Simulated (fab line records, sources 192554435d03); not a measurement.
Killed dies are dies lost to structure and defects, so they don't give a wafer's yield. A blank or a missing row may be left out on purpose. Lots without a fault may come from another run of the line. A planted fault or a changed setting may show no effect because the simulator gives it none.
fab line records | flow n5_finfet
record lots=24 wafers=72 last_day=18
route steps=1938 shown BEOL_M9@1421 BEOL_M10@1470
lots that met no fault: from a run of the same line without faults
start_h: hours from the record's first day to the start of the lot's first wafer shown | wait_h: hours since the lot's step before | " the same as in the row above | L1.1+2: a row that stands for several wafers | - no value, or no start given | * or withheld: withheld | < > ~ a bound
route shown NAME@n: a module of which the file shows steps, and the number in the route of the first | usual: mean/standard deviation of fault-free wafers | same: alike in all rows | chamber/n: place in a boat | sites: the reading at each site | _std_site: their standard deviation | _edge_site: outer sites' mean less inner sites' | radius_mm: how far each site lies from the wafer's centre | mask NAME#n: copy n | behind: the tool/chamber that last shaped the wafer | hold: why the lot was held/for how many hours/how that ended | device: the transistor (n, p or np) that didn't switch | end of line: the same wafers' tests at the end of the route | a step without rows: its recipe alone | killed: dies lost to structure and defects at the first sort, not the wafer's yield | map: a wafer's dies, x killed, . not, _ none there
set.NAME: the setting as run; set.NAME@STEP: as run at that earlier step | model.NAME: the simulator's own value behind a step, which no gauge read
steps of the route over a sample of lots; a table a step, a row a wafer
services: from which hour (start_h, from the record's first day; less than 0 if before it) a tool's chamber was out of use, for how many hours, and why
## steps
# step N5_BEOL_M9_STRIP_67
# recipe chemistry=CF4 resist=SiARC power_w=300 bias_power_w=75 pressure_mtorr=50 cf4_flow_sccm=150 rf_frequency_hz=6e+07
# usual drypump_motor_current_A=5.8/0.47 oes_product_au=0.79/0.08 rf_vpp_V=270.3/1.2 showerhead_plenum_p_Torr=1.754/0.03 throttle_valve_pct=13.64/0.25
# columns lot.wafer tool chamber start_h wait_h drypump_motor_current_A oes_product_au rf_hours_counter_h rf_vpp_V showerhead_plenum_p_Torr throttle_valve_pct
L076.1 rie_diel-01 0 210.59 0.0 6.1 0.89 26 269.9 1.765 13.44
L076.2 " 3 " " 6.7 0.74 163 271.4 1.786 13.57
L076.4 " 2 " " 6.1 0.90 18 270.2 1.743 13.37
L074.2 rie_diel-01 1 212.49 0.0 5.9 0.86 74 271.1 1.733 13.32
L074.3 " 0 " " 6.1 0.89 26 270.5 1.765 13.45
L074.4 " 2 " " 6.0 0.91 18 270.5 1.743 13.36
L077.1 rie_diel-03 0 226.81 0.0 6.0 0.88 41 272.5 1.807 13.45
L077.4 " 2 " " 5.6 0.73 - 270.8 1.779 14.05
L077.6 " 0 " " 6.0 0.88 - 272.2 1.807 13.44
L075.3 rie_diel-01 1 227.24 0.0 5.9 0.85 79 270.2 1.732 13.33
L075.4 " 3 " " 6.6 0.72 168 272.1 1.785 13.60
L075.5 " 3 " " 6.7 0.73 - 270.5 1.784 13.58
L078.3 rie_diel-06 3 232.11 0.0 5.0 0.74 187 268.0 1.714 13.77
L078.5 " 3 " " 5.0 0.74 - 269.1 1.714 13.76
L078.6 " 0 " " 6.2 0.85 - 270.3 1.736 13.25
L079.1 rie_diel-01 2 240.89 0.0 6.0 0.89 28 269.4 1.740 13.40
L079.2 " 0 " " 6.1 0.88 35 270.6 1.763 13.47
L079.6 " 0 " " 6.1 0.88 - 268.5 1.763 13.48
L081.2 rie_diel-01 2 251.54 0.0 6.1 0.88 32 268.4 1.740 13.41
L081.4 " 3 " " 6.7 0.72 178 269.8 1.782 13.59
L081.5 " 0 " " 6.1 0.87 - 270.0 1.762 13.49
L082.4 rie_diel-03 3 251.57 0.0 5.0 0.70 - 267.5 1.714 13.87
L082.5 " 2 " " 5.6 0.72 - 269.5 1.776 14.05
L082.6 " 0 " " 6.0 0.87 - 272.2 1.804 13.47
L083.1 rie_diel-01 1 259.58 0.0 5.8 0.83 91 268.6 1.728 13.35
L083.2 " 3 " " 6.7 0.72 181 270.9 1.781 13.61
L083.6 " 2 " " 6.0 0.88 - 272.2 1.738 13.41
L080.1 rie_diel-06 3 262.09 0.0 5.0 0.73 200 270.6 1.711 13.79
L080.2 " 2 " " 5.8 0.72 199 270.3 1.790 13.93
L080.4 " 1 " " 5.3 0.70 232 269.4 1.718 13.66
L084.3 rie_diel-01 3 266.63 0.0 6.7 0.72 184 271.0 1.780 13.62
L084.5 " 2 " " 6.1 0.87 - 270.7 1.737 13.39
L084.6 " 3 " " 6.7 0.72 - 271.9 1.780 13.60
L085.1 rie_diel-01 1 277.87 0.0 5.9 0.83 96 269.8 1.727 13.37
L085.3 " 3 " " 6.7 0.72 187 271.0 1.779 13.60
L085.5 " 2 " " 6.0 0.86 - 271.2 1.737 13.43
L086.1 rie_diel-01 3 290.75 0.0 6.6 0.71 194 270.1 1.777 13.63
L086.2 " 0 " " 6.1 0.85 54 269.2 1.758 13.53
L086.3 " 2 " " 6.0 0.86 50 270.8 1.735 13.45
L087.1 rie_diel-03 1 297.38 0.0 5.7 0.93 9 270.7 1.760 13.63
L087.3 " 3 " " 5.0 0.70 238 270.0 1.712 13.87
L087.4 " 2 " " 5.6 0.71 222 271.0 1.775 14.10
L088.1 rie_diel-06 2 301.37 0.0 5.8 0.71 207 272.1 1.788 13.96
L088.4 " 0 " " 6.2 0.83 85 270.2 1.731 13.33
L088.5 " 1 " " 5.3 0.70 - 270.4 1.716 13.65
L090.3 rie_diel-03 1 304.92 0.0 5.7 0.91 12 271.3 1.759 13.65
L090.4 " 0 " " 6.0 0.85 64 270.8 1.800 13.49
L090.6 " 3 " " 5.0 0.70 - 269.9 1.711 13.89
L091.2 rie_diel-03 0 311.20 0.0 6.0 0.85 66 270.3 1.800 13.52
L091.3 " 2 " " 5.6 0.71 225 270.8 1.773 14.08
L091.6 " 3 " " 5.0 0.70 - 268.4 1.710 13.88
L089.3 rie_diel-03 0 315.53 0.0 6.0 0.84 67 272.0 1.800 13.52
L089.5 " 2 " " 5.6 0.71 - 270.8 1.773 14.11
L089.6 " 3 " " 5.0 0.70 - 269.2 1.710 13.90
L092.2 rie_diel-03 3 320.85 0.0 5.0 0.69 245 268.6 1.710 13.91
L092.3 " 0 " " 6.0 0.85 69 271.5 1.799 13.53
L092.4 " 2 " " 5.5 0.71 228 272.1 1.772 14.09
L094.1 rie_diel-06 0 323.23 0.0 6.2 0.81 91 270.8 1.729 13.33
L094.2 " 1 " " 5.3 0.69 246 270.9 1.715 13.69
L094.4 " 3 " " 5.0 0.72 215 268.4 1.707 13.82
L093.1 rie_diel-06 3 326.50 0.0 5.0 0.71 215 270.2 1.707 13.82
L093.2 " 2 " " 5.8 0.71 215 271.3 1.786 13.97
L093.4 " 0 " " 6.2 0.83 92 269.9 1.729 13.33
L095.2 rie_diel-03 2 334.82 0.0 5.6 0.70 232 269.7 1.771 14.11
L095.3 " 0 " " 5.9 0.84 73 271.3 1.798 13.53
L095.4 " 3 " " 5.0 0.69 250 267.7 1.708 13.90
L096.3 rie_diel-01 3 350.90 0.0 6.7 0.70 211 270.7 1.773 13.68
L096.5 " 1 " " 5.8 0.80 - 268.7 1.720 13.43
L096.6 " 0 " " 6.1 0.82 - 267.9 1.752 13.55
L097.1 rie_diel-03 2 357.03 0.0 5.6 0.70 240 272.9 1.770 14.13
L097.4 " 1 " " 5.7 0.88 - 270.1 1.755 13.70
L097.5 " 2 " " 5.6 0.70 - 271.9 1.770 14.12
# step N5_BEOL_M9_STRIP_36
# recipe chemistry=N2/H2 power_w=450 temp_c=40 pressure_mtorr=20 rf_frequency_hz=6e+07 overash_fraction=0.3 bias_power_w=7 h2_frac=0.5 n2_flow_sccm=200 h2_flow_sccm=200
# usual drypump_motor_current_A=5.8/0.48 oes_product_au=0.78/0.08 rf_vpp_V=58.9/1.5 showerhead_plenum_p_Torr=2.48/0.054 throttle_valve_pct=23.73/0.26
# columns lot.wafer tool chamber start_h wait_h drypump_motor_current_A oes_product_au rf_hours_counter_h rf_vpp_V showerhead_plenum_p_Torr throttle_valve_pct
L076.1 rie_diel-01 1 211.48 0.0 5.8 0.86 74 55.2 2.45 23.21
L076.2 " 2 " " 6.1 0.90 18 58.3 2.50 24.11
L076.4 " 3 " " 6.7 0.73 163 58.5 2.54 23.78
L074.2 rie_diel-01 1 213.75 0.0 5.9 0.86 75 58.7 2.45 23.22
L074.3 " 3 " " 6.7 0.73 164 58.1 2.54 23.80
L074.4 " 2 " " 6.1 0.91 19 57.6 2.50 24.13
L077.1 rie_diel-06 1 228.25 0.0 5.3 0.71 217 57.8 2.42 23.86
L077.4 " 3 " " 5.0 0.72 185 58.0 2.42 23.69
L077.6 " 3 " " 5.0 0.74 - 59.0 2.42 23.69
L075.3 rie_diel-03 0 228.80 0.0 6.0 0.89 42 59.2 2.59 23.80
L075.4 " 0 " " 6.0 0.89 - 58.9 2.59 23.83
L075.5 " 1 " " 5.7 0.67 - 59.1 2.50 24.18
L078.3 rie_diel-03 3 234.33 0.0 5.0 0.70 221 57.2 2.40 23.64
L078.5 " 0 " " 6.0 0.88 - 57.6 2.59 23.84
L078.6 " 1 " " 5.7 0.67 - 61.9 2.50 24.17
L079.1 rie_diel-01 1 243.29 0.0 5.8 0.84 84 59.7 2.45 23.25
L079.2 " 3 " " 6.7 0.73 174 57.0 2.53 23.78
L079.6 " 3 " " 6.7 0.73 - 57.8 2.53 23.76
L082.4 rie_diel-06 1 254.80 0.0 5.3 0.71 228 56.8 2.41 23.85
L082.5 " 1 " " 5.3 0.70 - 62.4 2.41 23.85
L082.6 " 2 " " 5.8 0.73 - 59.8 2.51 23.69
L081.2 rie_diel-06 0 255.33 0.0 6.2 0.84 73 61.2 2.46 23.40
L081.4 " 1 " " 5.3 0.70 228 59.1 2.41 23.88
L081.5 " 3 " " 5.0 0.74 - 60.8 2.41 23.69
L083.1 rie_diel-01 0 260.83 0.0 6.1 0.87 43 60.2 2.47 23.33
L083.2 " 1 " " 5.8 0.84 91 61.3 2.44 23.26
L083.6 " 0 " " 6.1 0.87 - 55.9 2.47 23.36
L080.1 rie_diel-01 2 263.50 0.0 6.0 0.86 38 60.1 2.49 24.16
L080.2 " 3 " " 6.7 0.70 183 56.8 2.53 23.77
L080.4 " 1 " " 5.8 0.84 92 57.9 2.44 23.22
L084.3 rie_diel-06 1 267.99 0.0 5.3 0.70 233 56.0 2.41 23.88
L084.5 " 3 " " 5.0 0.74 - 59.5 2.41 23.72
L084.6 " 0 " " 6.2 0.82 - 58.6 2.46 23.41
L085.1 rie_diel-01 3 278.87 0.0 6.7 0.73 188 61.2 2.53 23.79
L085.3 " 1 " " 5.9 0.83 97 59.2 2.44 23.26
L085.5 " 0 " " 6.1 0.87 - 59.8 2.47 23.37
L086.1 rie_diel-06 2 295.45 0.0 5.8 0.72 205 58.8 2.51 23.72
L086.2 " 0 " " 6.2 0.82 82 58.7 2.46 23.40
L086.3 " 3 " " 5.0 0.73 206 60.7 2.41 23.72
L087.1 rie_diel-03 2 298.28 0.0 5.6 0.71 222 59.6 2.51 24.00
L087.3 " 1 " " 5.6 0.94 10 59.5 2.50 23.94
L087.4 " 3 " " 5.1 0.69 238 57.6 2.40 23.64
L088.1 rie_diel-01 0 303.84 0.0 6.1 0.86 58 57.9 2.47 23.39
L088.4 " 1 " " 6.0 0.82 107 58.0 2.44 23.28
L088.5 " 3 " " 6.7 0.71 - 60.2 2.52 23.82
L090.3 rie_diel-03 3 306.27 0.0 5.0 0.69 241 57.7 2.39 23.68
L090.4 " 2 " " 5.6 0.69 224 58.3 2.51 23.98
L090.6 " 0 " " 6.0 0.86 - 58.8 2.58 23.88
L091.2 rie_diel-06 0 313.12 0.0 6.2 0.82 89 56.7 2.46 23.42
L091.3 " 1 " " 5.3 0.70 243 58.4 2.41 23.89
L091.6 " 0 " " 6.2 0.82 - 58.5 2.46 23.39
L089.3 rie_diel-03 3 316.72 0.0 5.0 0.69 244 57.0 2.39 23.67
L089.5 " 3 " " 5.1 0.69 - 58.0 2.39 23.68
L089.6 " 2 " " 5.6 0.70 - 58.3 2.50 23.99
L092.2 rie_diel-03 2 321.74 0.0 5.6 0.70 229 60.0 2.51 23.99
L092.3 " 1 " " 5.6 0.89 16 59.5 2.49 23.93
L092.4 " 3 " " 5.0 0.69 246 59.3 2.39 23.68
L094.1 rie_diel-06 1 325.47 0.0 5.3 0.70 246 57.3 2.40 23.88
L094.2 " 0 " " 6.2 0.83 92 58.4 2.46 23.42
L094.4 " 3 " " 5.0 0.72 215 60.7 2.40 23.72
L093.1 rie_diel-03 0 327.62 0.0 6.0 0.86 70 58.1 2.57 23.86
L093.2 " 1 " " 5.7 0.91 18 60.4 2.49 23.95
L093.4 " 2 " " 5.6 0.69 230 60.3 2.50 24.01
L095.2 rie_diel-01 3 339.30 0.0 6.7 0.70 208 59.6 2.52 23.80
L095.3 " 2 " " 6.0 0.83 65 58.9 2.48 24.15
L095.4 " 1 " " 5.8 0.80 119 59.6 2.43 23.28
L096.3 rie_diel-06 0 352.22 0.0 6.2 0.79 104 60.7 2.45 23.44
L096.5 " 3 " " 5.0 0.71 - 59.8 2.40 23.74
L096.6 " 0 " " 6.2 0.80 - 58.2 2.45 23.44
L097.1 rie_diel-03 1 357.96 0.0 5.7 0.87 28 59.0 2.49 23.94
L097.4 " 1 " " 5.6 0.87 - 57.5 2.49 23.98
L097.5 " 0 " " 6.0 0.85 - 59.8 2.57 23.89
# step N5_BEOL_M9_DEGAS_44
# recipe ambient=vacuum temp_c=250 time_s=60
# usual heater_power_w=334/26 susceptor_temp_C=250.01/0.2
# columns lot.wafer tool chamber start_h wait_h heater_power_w susceptor_temp_C
L076.1 pvd_sputter-02 - 212.23 0.3 323 250.14
L076.2 " - " " 317 250.03
L076.4 " - " " 348 249.94
L074.2 pvd_sputter-03 - 214.47 0.2 327 249.69
L074.3 " - " " 401 249.99
L074.4 " - " " 308 250.13
L077.1 pvd_sputter-01 - 229.07 0.4 330 250.18
L077.4 " - " " 307 249.97
L077.6 " - " " 330 250.07
L075.3 pvd_sputter-03 - 229.57 0.2 322 250.39
L075.4 " - " " 311 249.99
L075.5 " - " " 395 250.01
L078.3 pvd_sputter-01 - 235.18 0.3 338 249.99
L078.5 " - " " 357 250.23
L078.6 " - " " 312 249.69
L079.1 pvd_sputter-03 - 244.03 0.3 391 250.03
L079.2 " - " " 340 249.85
L079.6 " - " " 394 250.21
L082.4 pvd_sputter-02 - 255.57 0.2 306 250.17
L082.5 " - " " 313 249.94
L082.6 " - " " 327 249.95
L081.2 pvd_sputter-02 - 257.81 2.0 350 250.10
L081.4 " - " " 332 249.88
L081.5 " - " " 336 250.04
L083.1 pvd_sputter-01 - 261.89 0.5 309 249.67
L083.2 " - " " 319 249.74
L083.6 " - " " 343 250.02
L080.1 pvd_sputter-02 - 264.36 0.4 336 249.94
L080.2 " - " " 309 250.06
L080.4 " - " " 313 249.83
L084.3 pvd_sputter-01 - 269.07 0.5 350 250.11
L084.5 " - " " 339 249.77
L084.6 " - " " 317 249.87
L085.1 pvd_sputter-03 - 281.53 2.2 394 249.97
L085.3 " - " " 347 249.86
L085.5 " - " " 340 250.10
L086.1 pvd_sputter-01 - 296.79 0.8 313 249.97
L086.2 " - " " 341 250.13
L086.3 " - " " 347 250.06
L087.1 pvd_sputter-02 - 299.45 0.7 340 249.97
L087.3 " - " " 355 250.15
L087.4 " - " " 307 250.25
L088.1 pvd_sputter-02 - 304.57 0.3 300 250.38
L088.4 " - " " 324 250.52
L088.5 " - " " 300 250.11
L090.3 pvd_sputter-02 - 307.56 0.7 308 249.82
L090.4 " - " " 302 250.00
L090.6 " - " " 358 250.10
L091.2 pvd_sputter-02 - 314.12 0.3 311 249.94
L091.3 " - " " 355 249.83
L091.6 " - " " 335 250.21
L089.3 pvd_sputter-03 - 318.17 0.9 407 249.85
L089.5 " - " " 400 249.60
L089.6 " - " " 320 249.77
L092.2 pvd_sputter-03 - 322.53 0.3 348 250.07
L092.3 " - " " 304 250.33
L092.4 " - " " 307 250.45
L094.1 pvd_sputter-03 - 326.87 0.9 344 250.04
L094.2 " - " " 386 250.43
L094.4 " - " " 295 250.07
L093.1 pvd_sputter-01 - 328.36 0.3 317 249.90
L093.2 " - " " 355 250.14
L093.4 " - " " 338 249.92
L095.2 pvd_sputter-01 - 340.31 0.5 331 250.20
L095.3 " - " " 348 249.87
L095.4 " - " " 348 250.11
L096.3 pvd_sputter-03 - 353.25 0.5 344 249.83
L096.5 " - " " 342 249.94
L096.6 " - " " 400 249.94
L097.1 pvd_sputter-02 - 358.95 0.3 331 250.11
L097.4 " - " " 305 249.38
L097.5 " - " " 301 249.53
# step N5_BEOL_M9_ALD_74
# recipe material=TaN target_thk_a=20 temp_c=275 ald_precursor_family=PDMAT ald_co_reactant=NH3 pressure_torr=3 carrier_flow_sccm=1500 pulse_time_s=2 purge_time_s=3 co_reactant_purge_time_s=2 co_reactant_pulse_time_s=3 ald_cycles=40 precursor_vessel_temp_c=75 precursor_vessel_pressure_torr=26.25 precursor_vessel_carrier_sccm=1000
# usual heater_power_w=418/38 susceptor_temp_C=275.01/0.18
# same co_reactant_purge_time_s=2
# columns lot.wafer tool chamber start_h wait_h heater_power_w susceptor_temp_C
L076.1 ald_metal-02 3 212.33 0.0 411 274.82
L076.2 " 2 " " 386 275.29
L076.4 " 0 " " 379 275.02
L074.2 ald_metal-03 3 214.58 0.0 477 275.32
L074.3 " 0 " " 415 275.18
L074.4 " 1 " " 359 275.27
L077.1 ald_metal-03 2 229.26 0.1 469 275.10
L077.4 " 1 " " 345 274.95
L077.6 " 1 " " 360 274.88
L075.3 ald_metal-04 1 229.67 0.0 403 275.02
L075.4 " 3 " " 411 275.14
L075.5 " 2 " " 487 274.93
L078.3 ald_metal-04 3 235.30 0.1 411 274.99
L078.5 " 1 " " 393 275.09
L078.6 " 2 " " 470 274.80
L079.1 ald_metal-02 0 244.13 0.0 372 274.99
L079.2 " 3 " " 413 275.25
L079.6 " 1 " " 421 275.25
L082.4 ald_metal-03 1 255.67 0.0 356 275.17
L082.5 " 3 " " 474 275.48
L082.6 " 0 " " 420 275.20
L081.2 ald_metal-03 3 257.92 0.0 468 275.21
L081.4 " 0 " " 415 274.85
L081.5 " 3 " " 472 274.74
L083.1 ald_metal-02 1 262.01 0.1 426 275.12
L083.2 " 3 " " 418 275.06
L083.6 " 2 " " 384 275.14
L080.1 ald_metal-03 1 264.52 0.1 363 274.93
L080.2 " 0 " " 412 275.15
L080.4 " 2 " " 452 275.08
L084.3 ald_metal-02 2 269.25 0.1 390 274.70
L084.5 " 1 " " 411 275.03
L084.6 " 2 " " 389 275.10
L085.1 ald_metal-03 2 281.63 0.0 464 275.00
L085.3 " 0 " " 411 275.10
L085.5 " 3 " " 460 275.05
L086.1 ald_metal-04 3 297.04 0.2 419 274.90
L086.2 " 2 " " 485 275.38
L086.3 " 1 " " 397 275.00
L087.1 ald_metal-02 0 299.63 0.1 367 274.68
L087.3 " 1 " " 422 274.87
L087.4 " 1 " " 428 274.84
L088.1 ald_metal-02 3 304.67 0.0 418 274.48
L088.4 " 3 " " 408 274.56
L088.5 " 0 " " 363 275.03
L090.3 ald_metal-04 0 307.66 0.0 405 275.24
L090.4 " 1 " " 394 274.93
L090.6 " 2 " " 467 274.82
L091.2 ald_metal-02 1 314.34 0.2 420 275.19
L091.3 " 0 " " 376 274.90
L091.6 " 0 " " 364 275.02
L089.3 ald_metal-03 1 318.27 0.0 353 275.10
L089.5 " 0 " " 406 274.96
L089.6 " 3 " " 482 274.97
L092.2 ald_metal-02 0 322.63 0.0 373 274.76
L092.3 " 3 " " 422 274.95
L092.4 " 1 " " 430 275.11
L094.1 ald_metal-04 3 326.97 0.0 401 274.82
L094.2 " 0 " " 412 275.20
L094.4 " 1 " " 398 275.10
L093.1 ald_metal-03 3 328.46 0.0 477 274.79
L093.2 " 1 " " 356 275.59
L093.4 " 0 " " 415 275.06
L095.2 ald_metal-03 2 340.41 0.0 466 275.04
L095.3 " 3 " " 472 275.03
L095.4 " 1 " " 363 274.63
L096.3 ald_metal-02 1 353.35 0.0 431 274.90
L096.5 " 1 " " 430 274.99
L096.6 " 2 " " 390 274.82
L097.1 ald_metal-02 0 359.06 0.0 377 275.16
L097.4 " 2 " " 392 275.11
L097.5 " 1 " " 425 274.90
# step N5_BEOL_M10_ILD_DEP_00
# recipe material=SiCOH_lowk target_thk_a=3085.1 temp_c=300 precursor=DEMS/porogen pressure_torr=5 rf_w=500 time_s=58
# usual heater_power_w=304/65 rf_fwd_power_W=495.5/1.7 showerhead_plenum_p_Torr=5.743/0.013 susceptor_temp_C=300.00/0.18 throttle_valve_pct=13.9/0.47
# columns lot.wafer tool chamber start_h wait_h heater_power_w rf_fwd_power_W showerhead_plenum_p_Torr susceptor_temp_C throttle_valve_pct
L076.1 pecvd-04 2 216.97 0.0 288 497.2 5.731 299.77 13.6
L076.2 " 1 " " 293 495.7 5.735 300.12 13.8
L076.4 " 2 " " 301 495.5 5.725 299.94 13.7
L074.2 pecvd-01 0 219.95 0.0 250 497.1 5.765 300.05 13.4
L074.3 " 2 " " 266 495.0 5.726 300.11 13.6
L074.4 " 2 " " 267 495.1 5.726 299.49 13.2
L077.1 pecvd-01 2 231.12 0.0 229 495.5 5.736 300.36 13.3
L077.4 " 0 " " 268 497.0 5.743 299.98 13.5
L077.6 " 1 " " 385 494.8 5.724 300.09 14.5
L075.3 pecvd-04 1 231.66 0.0 316 494.3 5.752 300.27 13.8
L075.4 " 1 " " 329 494.8 5.747 300.05 13.6
L075.5 " 0 " " 230 498.3 5.754 299.91 13.5
L078.3 pecvd-02 0 237.41 0.0 435 494.4 5.737 300.12 14.3
L078.5 " 1 " " 471 493.1 5.744 300.10 13.3
L078.6 " 2 " " 262 496.5 5.759 300.06 14.1
L079.1 pecvd-01 2 246.37 0.0 243 494.4 5.717 300.13 13.4
L079.2 " 1 " " 344 494.5 5.728 300.16 14.6
L079.6 " 0 " " 235 491.5 5.737 300.12 13.7
L082.4 pecvd-04 1 258.98 0.1 328 495.9 5.745 300.17 13.7
L082.5 " 0 " " 259 494.2 5.755 299.95 13.4
L082.6 " 2 " " 321 498.4 5.740 299.80 13.8
L081.2 pecvd-01 1 260.51 0.0 365 498.5 5.727 299.89 14.7
L081.4 " 1 " " 373 498.2 5.750 299.83 14.6
L081.5 " 2 " " 271 495.3 5.735 300.00 13.3
L083.1 pecvd-01 0 263.69 0.0 262 493.3 5.757 300.19 13.5
L083.2 " 1 " " 316 496.7 5.730 300.15 14.2
L083.6 " 1 " " 325 495.0 5.730 300.18 14.8
L080.1 pecvd-02 0 266.86 0.0 366 492.1 5.725 300.13 14.4
L080.2 " 1 " " 447 496.2 5.758 300.11 13.1
L080.4 " 0 " " 387 491.4 5.744 299.98 14.3
L084.3 pecvd-01 1 272.42 0.1 334 496.1 5.730 299.62 14.4
L084.5 " 1 " " 338 495.5 5.732 299.77 14.4
L084.6 " 0 " " 254 494.6 5.759 299.82 13.7
L085.1 pecvd-01 2 283.19 0.0 281 491.8 5.727 300.16 13.5
L085.3 " 0 " " 257 493.7 5.754 300.10 13.9
L085.5 " 0 " " 266 497.2 5.748 299.84 13.5
L086.1 pecvd-01 2 299.09 0.0 254 493.5 5.738 300.19 13.5
L086.2 " 0 " " 261 494.3 5.772 299.95 13.6
L086.3 " 1 " " 334 492.9 5.724 299.92 14.6
L087.1 pecvd-01 0 302.72 0.0 216 494.6 5.763 300.06 13.6
L087.3 " 1 " " 312 496.4 5.718 299.75 14.8
L087.4 " 0 " " 222 494.0 5.760 300.02 13.4
L088.1 pecvd-01 1 306.55 0.0 326 497.1 5.735 299.94 14.8
L088.4 " 1 " " 340 495.9 5.725 300.00 14.5
L088.5 " 2 " " 274 494.1 5.747 299.83 13.3
L090.3 pecvd-04 0 309.33 0.0 258 496.3 5.750 299.98 13.5
L090.4 " 0 " " 256 498.0 5.746 300.07 13.5
L090.6 " 1 " " 283 497.8 5.756 299.85 13.4
L091.2 pecvd-04 1 316.43 0.0 307 496.0 5.738 300.03 13.7
L091.3 " 0 " " 269 495.9 5.738 300.09 13.4
L091.6 " 0 " " 283 496.9 5.734 300.24 13.4
L089.3 pecvd-04 2 320.09 0.0 337 495.3 5.727 299.94 14.2
L089.5 " 1 " " 328 493.9 5.748 300.01 13.6
L089.6 " 2 " " 336 497.5 5.720 300.08 13.9
L092.2 pecvd-04 0 324.85 0.0 225 496.1 5.745 300.23 13.9
L092.3 " 1 " " 325 495.1 5.746 300.05 13.8
L092.4 " 1 " " 258 494.7 5.743 299.91 13.7
L094.1 pecvd-01 0 328.65 0.0 260 496.5 5.759 299.84 13.8
L094.2 " 1 " " 331 495.8 5.748 300.37 14.5
L094.4 " 1 " " 341 494.0 5.733 299.89 14.6
L093.1 pecvd-01 1 331.37 0.0 340 495.5 5.730 299.92 14.5
L093.2 " 0 " " 213 494.1 5.769 300.24 13.5
L093.4 " 0 " " 219 495.3 5.749 300.36 13.7
L095.2 pecvd-02 2 342.24 0.0 292 496.5 5.758 299.84 14.7
L095.3 " 1 " " 471 496.9 5.746 300.08 13.1
L095.4 " 2 " " 306 496.6 5.758 300.06 14.4
L096.3 pecvd-01 1 357.15 0.0 338 495.6 5.738 300.35 14.7
L096.5 " 0 " " 217 492.6 5.761 299.69 13.6
L096.6 " 1 " " 353 496.5 5.727 300.11 14.7
L097.1 pecvd-02 1 362.15 0.0 481 496.4 5.734 300.15 13.2
L097.4 " 2 " " 322 494.5 5.768 300.32 14.6
L097.5 " 1 " " 489 496.0 5.736 300.22 13.3
# step N5_BEOL_M10_CD_MEAS_18
# recipe pitch_nm=140 target_cd_nm=70
# usual cd_nm=69.6/0.65
# columns lot.wafer tool chamber start_h wait_h cd_nm
L076.1 cd_sem-01 - 219.15 0.0 69.5
L076.2 " - " " 69.7
L076.4 " - " " 69.2
L074.2 cd_sem-02 - 224.92 0.1 68.5
L074.3 " - " " 68.6
L074.4 " - " " 68.6
L077.1 cd_sem-03 - 235.16 0.0 70.0
L077.4 " - " " 70.3
L077.6 " - " " 69.8
L075.3 cd_sem-02 - 236.04 0.1 68.4
L075.4 " - " " 69.9
L075.5 " - " " 69.5
L078.3 cd_sem-01 - 240.42 0.1 69.2
L078.5 " - " " 69.4
L078.6 " - " " 69.5
L079.1 cd_sem-01 - 248.82 0.0 69.8
L079.2 " - " " 70.1
L079.6 " - " " 70.2
L082.4 cd_sem-01 - 262.67 0.1 70.0
L082.5 " - " " 69.6
L082.6 " - " " 69.3
L081.2 cd_sem-02 - 263.43 0.1 69.6
L081.4 " - " " 70.3
L081.5 " - " " 69.6
L083.1 cd_sem-02 - 266.42 0.0 68.9
L083.2 " - " " 69.3
L083.6 " - " " 69.4
L080.1 cd_sem-02 - 269.18 0.0 69.4
L080.2 " - " " 69.3
L080.4 " - " " 69.0
L084.3 cd_sem-02 - 276.19 0.1 69.7
L084.5 " - " " 70.5
L084.6 " - " " 70.7
L085.1 cd_sem-01 - 285.42 0.0 70.3
L085.3 " - " " 70.4
L085.5 " - " " 70.2
L086.1 cd_sem-01 - 301.16 0.0 70.2
L086.2 " - " " 69.3
L086.3 " - " " 69.7
L087.1 cd_sem-03 - 305.23 0.1 69.7
L087.3 " - " " 70.3
L087.4 " - " " 69.0
L088.1 cd_sem-02 - 308.79 0.0 70.4
L088.4 " - " " 70.4
L088.5 " - " " 70.6
L090.3 cd_sem-03 - 312.25 0.1 70.5
L090.4 " - " " 69.8
L090.6 " - " " 70.0
L091.2 cd_sem-02 - 319.38 0.1 69.8
L091.3 " - " " 70.5
L091.6 " - " " 69.6
L089.3 cd_sem-01 - 323.64 0.1 69.8
L089.5 " - " " 69.1
L089.6 " - " " 69.6
L092.2 cd_sem-02 - 328.75 0.1 70.4
L092.3 " - " " 70.0
L092.4 " - " " 69.0
L094.1 cd_sem-03 - 331.63 0.0 69.3
L094.2 " - " " 69.7
L094.4 " - " " 68.6
L093.1 cd_sem-01 - 334.75 0.0 69.8
L093.2 " - " " 68.9
L093.4 " - " " 68.6
L095.2 cd_sem-02 - 345.53 0.1 68.5
L095.3 " - " " 68.4
L095.4 " - " " 69.4
L096.3 cd_sem-02 - 359.62 0.1 69.4
L096.5 " - " " 69.3
L096.6 " - " " 70.1
L097.1 cd_sem-03 - 365.01 0.0 69.0
L097.4 " - " " 68.6
L097.5 " - " " 68.1
## services
# columns tool chamber start_h hours kind
ald_metal-02 3 190.10 6.9 repair
rie_diel-06 - 193.26 2.8 pm
ald_metal-04 - 204.05 1.2 repair
ald_metal-02 - 208.27 0.6 repair
ald_metal-04 - 208.64 6.0 pm
pecvd-02 - 217.46 14.6 pm
rie_diel-06 1 217.57 10.0 repair
rie_diel-03 3 222.21 10.9 repair
ald_metal-03 - 222.29 1.4 repair
ald_metal-02 - 233.97 0.9 repair
rie_diel-03 1 238.81 - clean
rie_diel-03 1 238.81 - consumable_replace:focus_ring
rie_diel-03 1 238.81 25.4 scheduled_down
rie_diel-03 1 238.81 25.4 vent_cycle
ald_metal-04 - 239.48 8.7 pm
rie_diel-03 - 252.59 14.6 pm
pecvd-01 2 269.11 12.2 repair
rie_diel-03 2 270.09 9.5 repair
rie_diel-06 - 278.78 15.6 pm
ald_metal-02 2 281.18 43.6 repair
ald_metal-04 0 282.69 6.7 repair
ald_metal-03 - 303.68 6.0 pm
pecvd-01 2 327.12 5.4 repair
pvd_sputter-03 - 341.47 6.6 repair
## key
fault none
